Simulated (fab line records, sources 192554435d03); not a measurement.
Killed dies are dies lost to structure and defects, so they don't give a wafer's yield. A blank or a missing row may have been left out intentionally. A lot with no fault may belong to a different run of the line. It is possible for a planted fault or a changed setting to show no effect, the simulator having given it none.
Chamber matching || flow n5Finfet || 4 sister chambers for N5_BEOL_M0_SAQP_SPACER1_ALD_98 on aldSin-01
The step deposits SiO2, target thk 12.8 nm, pulse time 1 s, purge time 2 s. 16 wafers are shown with their chamber, then 8 later ones without.

WAFERS WITH THEIR CHAMBER
{"wafer": "L074.2", "chamber": 3, "heaterPowerW (W)": 441, "heaterPowerOuterW (W)": 248, "precursorPulseHeightRel": 1.018}
{"wafer": "L074.3", "chamber": 1, "heaterPowerW (W)": 489, "heaterPowerOuterW (W)": 274, "precursorPulseHeightRel": 1.002}
{"wafer": "L074.4", "chamber": 0, "heaterPowerW (W)": 449, "heaterPowerOuterW (W)": 254, "precursorPulseHeightRel": 1.018}
{"wafer": "L076.1", "chamber": 0, "heaterPowerW (W)": 455, "heaterPowerOuterW (W)": 261, "precursorPulseHeightRel": 1.006}
{"wafer": "L076.2", "chamber": 2, "heaterPowerW (W)": 545, "heaterPowerOuterW (W)": 311, "precursorPulseHeightRel": 1.009}
{"wafer": "L076.4", "chamber": 1, "heaterPowerW (W)": 480, "heaterPowerOuterW (W)": 275, "precursorPulseHeightRel": 1.024}
{"wafer": "L083.3", "chamber": 0, "heaterPowerW (W)": 458, "heaterPowerOuterW (W)": 249, "precursorPulseHeightRel": 0.980}
{"wafer": "L083.4", "chamber": 2, "heaterPowerW (W)": 552, "heaterPowerOuterW (W)": 317, "precursorPulseHeightRel": 0.996}
{"wafer": "L083.6", "chamber": 0, "heaterPowerW (W)": 467, "heaterPowerOuterW (W)": 249, "precursorPulseHeightRel": 1.058}
{"wafer": "L086.1", "chamber": 2, "heaterPowerW (W)": 544, "heaterPowerOuterW (W)": 322, "precursorPulseHeightRel": 1.020}
{"wafer": "L086.2", "chamber": 3, "heaterPowerW (W)": 440, "heaterPowerOuterW (W)": 247, "precursorPulseHeightRel": 0.986}
{"wafer": "L086.5", "chamber": 0, "heaterPowerW (W)": 453, "heaterPowerOuterW (W)": 261, "precursorPulseHeightRel": 1.012}
{"wafer": "L087.2", "chamber": 2, "heaterPowerW (W)": 553, "heaterPowerOuterW (W)": 318, "precursorPulseHeightRel": 0.991}
{"wafer": "L087.3", "chamber": 3, "heaterPowerW (W)": 435, "heaterPowerOuterW (W)": 253, "precursorPulseHeightRel": 1.007}
{"wafer": "L087.4", "chamber": 0, "heaterPowerW (W)": 457, "heaterPowerOuterW (W)": 257, "precursorPulseHeightRel": 1.010}
{"wafer": "L089.1", "chamber": 2, "heaterPowerW (W)": 536, "heaterPowerOuterW (W)": 306, "precursorPulseHeightRel": 0.989}

SIGNATURES (means of the wafers above)
{"reading": "heaterPowerW", "chamber 0": 456.50, "chamber 1": 484.50, "chamber 2": 546.00, "chamber 3": 438.67, "scatter within a chamber": 6.02}
{"reading": "heaterPowerOuterW", "chamber 0": 255.17, "chamber 1": 274.50, "chamber 2": 314.80, "chamber 3": 249.33, "scatter within a chamber": 5.23}
{"reading": "precursorPulseHeightRel", "chamber 0": 1.01400, "chamber 1": 1.01300, "chamber 2": 1.00100, "chamber 3": 1.00367, "scatter within a chamber": 0.0197}
Rule: a wafer lies at a distance from a chamber equal to the root of the sum of squares, over the readings, of (its reading less the chamber's mean, divided by the reading's scatter). If the next closest chamber is less than 2 further off than the closest, the wafer can't be placed; otherwise it belongs to the closest. The scatter is the square root of a quotient: the sum, over the shown wafers, of each reading's squared deviation from its chamber's mean, divided by wafers minus chambers.

WAFERS WITHOUT THEIR CHAMBER
{"wafer": "L089.4", "heaterPowerW (W)": 488, "heaterPowerOuterW (W)": 273, "precursorPulseHeightRel": 1.017}
{"wafer": "L089.6", "heaterPowerW (W)": 553, "heaterPowerOuterW (W)": 317, "precursorPulseHeightRel": 1.012}
{"wafer": "L094.4", "heaterPowerW (W)": 452, "heaterPowerOuterW (W)": 247, "precursorPulseHeightRel": 0.970}
{"wafer": "L094.5", "heaterPowerW (W)": 449, "heaterPowerOuterW (W)": 256, "precursorPulseHeightRel": 1.008}
{"wafer": "L094.6", "heaterPowerW (W)": 495, "heaterPowerOuterW (W)": 271, "precursorPulseHeightRel": 0.996}
{"wafer": "L096.1", "heaterPowerW (W)": 452, "heaterPowerOuterW (W)": 255, "precursorPulseHeightRel": 0.993}
{"wafer": "L096.3", "heaterPowerW (W)": 534, "heaterPowerOuterW (W)": 323, "precursorPulseHeightRel": 1.015}
{"wafer": "L096.4", "heaterPowerW (W)": 448, "heaterPowerOuterW (W)": 256, "precursorPulseHeightRel": 1.003}

THE CHAMBER EACH PASSED THROUGH
{"wafer": "L089.4", "from the rows above": 1, "in truth": 1}
{"wafer": "L089.6", "from the rows above": 2, "in truth": 2}
{"wafer": "L094.4", "from the rows above": "can't be placed: 0 or 3", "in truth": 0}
{"wafer": "L094.5", "from the rows above": "can't be placed: 0 or 3", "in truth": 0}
{"wafer": "L094.6", "from the rows above": 1, "in truth": 1}
{"wafer": "L096.1", "from the rows above": "can't be placed: 0 or 3", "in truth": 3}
{"wafer": "L096.3", "from the rows above": 2, "in truth": 2}
{"wafer": "L096.4", "from the rows above": "can't be placed: 0 or 3", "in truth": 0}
Placed correctly: 4 of 8. Can't be placed from these rows: 4 (the true chamber is among the candidates in 4). Placed wrongly: 0.
